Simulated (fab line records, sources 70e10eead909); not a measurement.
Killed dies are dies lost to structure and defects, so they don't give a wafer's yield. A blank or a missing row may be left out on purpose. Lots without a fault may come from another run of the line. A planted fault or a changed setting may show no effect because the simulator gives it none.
fab line records | flow nand_harc | part 2 of 2: steps 25 to 32 of 32
record lots=5 wafers=15 last_day=32
route steps=1302 shown A_BLC@1126 A_M0@1137
lots that met no fault: from a run of the same line without faults
start_h: hours from the record's first day to the start of the lot's first wafer shown | wait_h: hours since the lot's step before | " the same as in the row above | L1.1+2: a row that stands for several wafers | - no value, or no start given | * or withheld: withheld | < > ~ a bound
route shown NAME@n: a module of which the file shows steps, and the number in the route of the first | usual: mean/standard deviation of fault-free wafers | same: alike in all rows | chamber/n: place in a boat | sites: the reading at each site | _std_site: their standard deviation | _edge_site: outer sites' mean less inner sites' | radius_mm: how far each site lies from the wafer's centre | mask NAME#n: copy n | behind: the tool/chamber that last shaped the wafer | hold: why the lot was held/for how many hours/how that ended | device: the transistor (n, p or np) that didn't switch | end of line: the same wafers' tests at the end of the route | a step without rows: its recipe alone | killed: dies lost to structure and defects at the first sort, not the wafer's yield | map: a wafer's dies, x killed, . not, _ none there
set.NAME: the setting as run; set.NAME@STEP: as run at that earlier step | model.NAME: the simulator's own value behind a step, which no gauge read
lots at some steps of the route; a table a step, a row a wafer
services: from which hour (start_h, from the record's first day; less than 0 if before it) a tool's chamber was out of use, for how many hours, and why
## steps
# step NHARC_A_M0_ETCH_34
# recipe target_depth_a=400 overetch_a=120 time_s=43.94 ion_energy_ev=200 n2_flow_sccm=150 h2_flow_sccm=150 ar_flow_sccm=0 rf_w=400 bias_w=150 chemistry=N2/H2
# usual drypump_motor_current_A=5.9/0.45 oes_product_au=1.002/0.0096 rf_vpp_V=427.9/2.5 showerhead_plenum_p_Torr=1.95/0.082 throttle_valve_pct=14.171/0.0089
# columns lot.wafer tool chamber start_h wait_h drypump_motor_current_A oes_product_au rf_hours_counter_h rf_vpp_V showerhead_plenum_p_Torr throttle_valve_pct
L074.1 rie_diel-08 0 527.71 0.1 6.0 1.010 5.6 427.1 1.90 14.180
L074.3 " 1 " " 6.2 0.998 7.3 425.4 1.89 14.177
L074.6 " 2 " " 5.4 0.988 - 430.1 2.05 14.166
L076.4 rie_diel-13 3 545.12 0.1 6.5 0.990 0.7 424.7 1.90 14.175
L076.6 " 1 " " 5.8 1.006 - 427.1 1.91 14.169
L076.5 " 2 " " 6.3 1.004 - 426.2 1.90 14.182
L082.3 rie_diel-08 1 599.23 0.1 6.1 1.010 2.3 427.5 1.89 14.178
L082.2 " 2 " " 5.4 0.996 1.1 431.5 2.05 14.161
L082.1 " 0 " " 6.0 1.006 2.4 426.9 1.90 14.179
L085.1 rie_diel-13 3 624.63 0.1 6.5 0.999 5.7 426.1 1.90 14.177
L085.2 " 0 " " 5.0 0.997 6.5 426.9 1.92 14.163
L085.6 " 3 " " 6.5 0.999 - 425.6 1.90 14.172
L095.3 rie_diel-08 2 738.45 0.1 5.4 0.995 0.5 430.8 2.05 14.177
L095.2 " 3 " " 5.9 0.997 0.6 425.3 1.90 14.163
L095.1 " 0 " " 6.0 1.011 0.8 425.8 1.90 14.173
# step NHARC_A_M0_ETCH_15
# recipe target_depth_a=1500 overetch_a=150 time_s=82.5 c4f8_flow_sccm=withheld ar_flow_sccm=400 rf_w=600 bias_w=300 chemistry=C4F8/Ar
# usual oes_product_au=0.951/0.025 rf_vpp_V=438.3/2.6
# columns lot.wafer tool chamber start_h wait_h oes_product_au rf_hours_counter_h rf_vpp_V
L074.1 rie_diel-08 0 - - 0.962 5.7 436.3
L074.3 " 3 " " 0.955 6.4 436.1
L074.6 " 1 " " 0.959 - 436.7
L076.4 rie_diel-13 3 - - 0.971 0.7 435.7
L076.5 " 2 " " 0.992 - 437.9
L076.6 " 3 " " 0.967 - 437.2
L082.1 rie_diel-08 2 - - 0.955 1.1 441.3
L082.3 " 0 " " 0.969 2.4 437.7
L082.2 " 1 " " 0.967 2.4 435.0
L085.1 rie_diel-13 0 - - 0.925 6.5 436.5
L085.2 " 2 " " 0.932 6.3 438.2
L085.6 " 3 " " 0.922 - 437.2
L095.3 rie_diel-08 0 - - 0.973 0.8 436.7
L095.2 " 2 " " 0.952 0.6 441.4
L095.1 " 3 " " 0.940 0.6 436.4
# step NHARC_A_M0_CD_MEAS_16
# usual cd_nm=80.0/1.1
# columns lot.wafer tool chamber start_h wait_h cd_nm
L074.1 cd_sem-02 - 527.91 - 79.8
L074.3 " - " " 80.5
L074.6 " - " " 79.9
L076.4 cd_sem-01 - 545.33 - 79.8
L076.5 " - " " 80.5
L076.6 " - " " 80.0
L082.1 cd_sem-03 - 599.47 - 79.7
L082.2 " - " " 80.3
L082.3 " - " " 79.8
L085.1 cd_sem-03 - 624.84 - 80.6
L085.2 " - " " 78.7
L085.6 " - " " 78.8
L095.1 cd_sem-01 - 738.70 - 80.7
L095.2 " - " " 79.6
L095.3 " - " " 79.9
# step NHARC_A_M0_STRIP_18
# recipe power_w=1000 n2_flow_sccm=150 h2_flow_sccm=150 ar_flow_sccm=0 bias_w=0 chemistry=N2/H2
# usual drypump_motor_current_A=5.9/0.52 oes_product_au=1.006/0.011 rf_vpp_V=90.1/0.97 showerhead_plenum_p_Torr=1.95/0.083 throttle_valve_pct=14.172/0.0089
# columns lot.wafer tool chamber start_h wait_h drypump_motor_current_A oes_product_au rf_hours_counter_h rf_vpp_V showerhead_plenum_p_Torr throttle_valve_pct
L074.3 rie_diel-08 2 528.01 0.1 5.4 0.992 7 92.6 2.05 14.178
L074.1 " 3 " " 5.9 1.004 6 89.5 1.90 14.177
L074.6 " 2 " " 5.4 0.991 - 89.4 2.05 14.158
L076.4 rie_diel-01 3 545.52 0.2 5.3 0.993 - 89.3 2.14 14.184
L076.5 " 1 " " 6.4 1.004 - 91.8 2.10 14.167
L076.6 " 2 " " 6.6 0.994 - 91.5 2.02 14.174
L082.2 rie_diel-01 2 599.54 0.1 6.6 1.010 2 89.5 2.02 14.172
L082.3 " 3 " " 5.3 1.027 1 91.7 2.14 14.180
L082.1 " 0 " " 5.7 1.032 1 91.7 2.14 14.174
L085.2 rie_diel-13 3 624.94 0.1 6.5 0.989 6 89.9 1.90 14.183
L085.1 " 1 " " 5.8 1.000 7 89.4 1.91 14.184
L085.6 " 2 " " 6.3 1.008 - 90.7 1.90 14.158
L095.2 rie_diel-13 0 738.77 0.1 5.0 0.999 2 90.1 1.92 14.179
L095.3 " 1 " " 5.8 1.006 3 89.5 1.90 14.167
L095.1 " 3 " " 6.5 1.012 3 89.4 1.89 14.180
# step NHARC_A_M0_STRIP_19
# recipe time_s=600 temp_c=30 chemistry=post_etch_residue_remover
# columns lot.wafer tool chamber start_h wait_h
L074.3+6+1 wet_bench-02 5,0,1 528.26 -
L076.6+4+5 wet_bench-02 0,1,3 545.76 -
L082.3+1+2 wet_bench-09 5,6,0 599.84 -
L085.1+2+6 wet_bench-09 6,7,0 625.20 -
L095.2+1+3 wet_bench-09 3,6,7 739.10 -
# step NHARC_A_M0_DEGAS_28
# recipe temp_c=250 time_s=60
# usual heater_power_w=344/30 susceptor_temp_C=250.01/0.17
# columns lot.wafer tool chamber start_h wait_h heater_power_w susceptor_temp_C
L074.3 pvd_sputter-02 - 528.53 - 332 249.80
L074.1 " - " " 390 249.90
L074.6 " - " " 379 250.09
L076.4 pvd_sputter-02 - 546.02 - 323 249.85
L076.5 " - " " 340 250.13
L076.6 " - " " 322 250.12
L082.2 pvd_sputter-03 - 600.09 - 384 250.19
L082.3 " - " " 306 249.82
L082.1 " - " " 371 250.06
L085.1 pvd_sputter-02 - 625.46 - 345 250.05
L085.2 " - " " 330 249.91
L085.6 " - " " 343 250.02
L095.2 pvd_sputter-01 - 739.37 - 357 249.91
L095.1 " - " " 380 250.22
L095.3 " - " " 341 250.06
# step NHARC_A_M0_PRE_CLEAN_29
# recipe time_s=30 temp_c=280 gas=H2/He
# usual heater_power_w=423/36 susceptor_temp_C=280.04/0.19
# columns lot.wafer tool chamber start_h wait_h heater_power_w susceptor_temp_C
L074.3 pvd_sputter-02 - - - 407 280.04
L074.1 " - " " 458 280.18
L074.6 " - " " 387 280.08
L076.4 pvd_sputter-02 - - - 413 279.86
L076.6 " - " " 423 280.15
L076.5 " - " " 387 280.13
L082.1 pvd_sputter-03 - - - 473 280.09
L082.2 " - " " 389 280.19
L082.3 " - " " 437 279.98
L085.2 pvd_sputter-02 - - - 411 279.87
L085.1 " - " " 392 280.10
L085.6 " - " " 470 279.77
L095.1 pvd_sputter-01 - - - 427 280.31
L095.3 " - " " 444 280.38
L095.2 " - " " 344 279.82
# step NHARC_A_M0_PVD_20
# recipe target_thk_a=50 bias_v=168.6 power_w=15000 chamber_pressure_pa=0.12 time_s=8.06 substrate_temp_c=50 material=TaN
# usual chamber_pressure_pa=0.11998/0.00025 throttle_valve_pct=30.2/0.93
# columns lot.wafer tool chamber start_h wait_h chamber_pressure_pa throttle_valve_pct
L074.1 pvd_sputter-02 - - - 0.11999 30.8
L074.3 " - " " 0.11989 30.7
L074.6 " - " " 0.11982 30.7
L076.4 pvd_sputter-02 - - - 0.11995 28.9
L076.5 " - " " 0.12024 30.6
L076.6 " - " " 0.12023 29.1
L082.1 pvd_sputter-03 - - - 0.11996 30.6
L082.2 " - " " 0.11982 30.0
L082.3 " - " " 0.11976 30.2
L085.2 pvd_sputter-02 - - - 0.12024 29.2
L085.1 " - " " 0.12003 30.6
L085.6 " - " " 0.1204 29.0
L095.3 pvd_sputter-01 - - - 0.12004 29.8
L095.1 " - " " 0.12013 30.9
L095.2 " - " " 0.11979 30.5
## services
# columns tool chamber start_h hours kind
litho_track-01 - 505.00 7.0 pm
rie_diel-13 - 519.14 9.0 pm
litho_track-06 - 529.00 7.0 pm
rie_diel-08 - 544.86 9.0 pm
arfi_scanner-02 - 546.63 0.4 repair
pvd_sputter-01 - 549.41 6.2 repair
litho_track-04 - 553.01 7.0 pm
rie_diel-08 1 559.53 9.5 repair
rie_diel-08 2 572.17 24.0 repair
pvd_sputter-01 - 582.00 10.0 pm
rie_diel-13 1 586.76 7.2 repair
pvd_sputter-02 - 638.00 10.0 pm
rie_diel-08 3 655.28 11.9 repair
rie_diel-13 2 655.52 4.0 repair
litho_track-01 - 680.00 7.0 pm
pvd_sputter-02 - 681.13 1.2 repair
pvd_sputter-02 - 690.62 0.5 repair
rie_diel-13 - 696.22 9.0 pm
litho_track-06 - 704.00 7.0 pm
rie_diel-08 - 721.86 9.0 pm
litho_track-04 - 728.01 7.0 pm
pvd_sputter-02 - 730.59 3.2 repair
pvd_sputter-01 - 731.90 1.3 repair
rie_diel-08 1 736.37 3.0 repair
